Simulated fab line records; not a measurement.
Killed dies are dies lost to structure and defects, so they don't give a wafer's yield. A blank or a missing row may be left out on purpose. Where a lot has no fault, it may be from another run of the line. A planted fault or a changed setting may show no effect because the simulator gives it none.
A single fault, viewed from 3 desks + flow n5-finfet + each desk has only its own numbers; what lay behind them comes last

METROLOGY DESK
What the gauges read for every lot (on any tool): the sampled wafers with a number, averaged. If a lot's mean is further than 4 standard deviations from the usual mean, the lot is out of limits and carries the mark OUT (the distance appears in the brackets). Only the readings that lie furthest out on some lot appear, 7 of the 12 it has.
Columns: A = cd-nm at N5_FIN_SAQP_CD_MEAS_16, usual 35.3 nm; B = DIBL_N at N5_BEOL_M4_RC_MEAS_101, usual 37.7 mV/V; C = DIBL_P at N5_BEOL_M4_RC_MEAS_101, usual 37.7 mV/V; D = IOFF_N at N5_BEOL_M4_RC_MEAS_101, usual 0.18 nA/um; E = IOFF_P at N5_BEOL_M4_RC_MEAS_101, usual 0.23 nA/um; F = ION_P at N5_BEOL_M4_RC_MEAS_101, usual 463 uA/um; G = VT_P at N5_BEOL_M4_RC_MEAS_101, usual -249 mV
| lot  | first seen here | A    | B    | C    | D    | E    | F   | G    |
|------|-----------------|------|------|------|------|------|-----|------|
| L132 | day 1 22:52     | 35.0 | 39.2 | 40.2 | 0.23 | 0.33 | 479 | -241 |
| L142 | day 4 10:49     | 35.3 | 35.3 | 36.2 | 0.17 | 0.20 | 458 | -250 |
| L144 | day 5 00:39     | 34.5 | 38.8 | 37.9 | 0.21 | 0.23 | 462 | -250 |
| L150 | day 6 09:31     | 34.9 | 38.5 | 37.5 | 0.19 | 0.23 | 466 | -249 |
| L154 | day 7 10:23     | 34.8 | 34.8 | 34.5 | 0.15 | 0.20 | 459 | -249 |
Finding of this desk: none of the 5 lots has anything out of limits.

THE DEFECT DESK
What the inspections along the route counted, lot by lot: means of the sampled wafers that have a number. If a lot's mean is further than 4 standard deviations from the usual mean, the lot is out of limits and carries the mark OUT (the distance appears in the brackets).
Columns: A = raw-defect-count at N5_FIN_SAQP_INSPECT_18, usual 437
| lot  | first seen here | A   |
|------|-----------------|-----|
| L132 | day 1 22:56     | 303 |
| L142 | day 4 10:52     | 468 |
| L144 | day 5 00:43     | 454 |
| L150 | day 6 09:35     | 295 |
| L154 | day 7 10:28     | 490 |
Finding of this desk: none of the 5 lots has anything out of limits.

AT THE TOOL OWNER'S DESK: rie-diel-04
The tool's own readings at N5_FIN_SAQP_HM_OPEN_73 (chemistry CHF3/O2, target SiO2, stops on a-Si, target depth 12 nm, time 16.8 s): means of the sampled wafers that have a number, for each lot that ran on this tool. If a lot's mean is further than 4 standard deviations from the usual mean, the lot is out of limits and carries the mark OUT (the distance appears in the brackets).
Columns: A = bias-w at N5_FIN_SAQP_HM_OPEN_73, usual 169.9 W; B = drypump-motor-current-A at N5_FIN_SAQP_HM_OPEN_73, usual 5.9 A; C = oes-product-au at N5_FIN_SAQP_HM_OPEN_73, usual 0.48 a.u.; D = rf-vpp-V at N5_FIN_SAQP_HM_OPEN_73, usual 528 V; E = showerhead-plenum-p-Torr at N5_FIN_SAQP_HM_OPEN_73, usual 2.44 Torr; F = throttle-valve-pct at N5_FIN_SAQP_HM_OPEN_73, usual 18.73 %
| lot  | first seen here | A     | B   | C    | D   | E    | F     |
|------|-----------------|-------|-----|------|-----|------|-------|
| L142 | day 4 11:32     | 170.4 | 6.0 | 0.53 | 532 | 2.46 | 18.70 |
This desk's finding: nothing out of limits on the one lot.

TAKEN TOGETHER
Nothing out of limits was seen by the metrology desk.
Nothing the defect desk looked at was out of limits.
The tool owner's desk saw nothing out of limits.

WHAT HAD BEEN PUT IN BY THE SIMULATOR
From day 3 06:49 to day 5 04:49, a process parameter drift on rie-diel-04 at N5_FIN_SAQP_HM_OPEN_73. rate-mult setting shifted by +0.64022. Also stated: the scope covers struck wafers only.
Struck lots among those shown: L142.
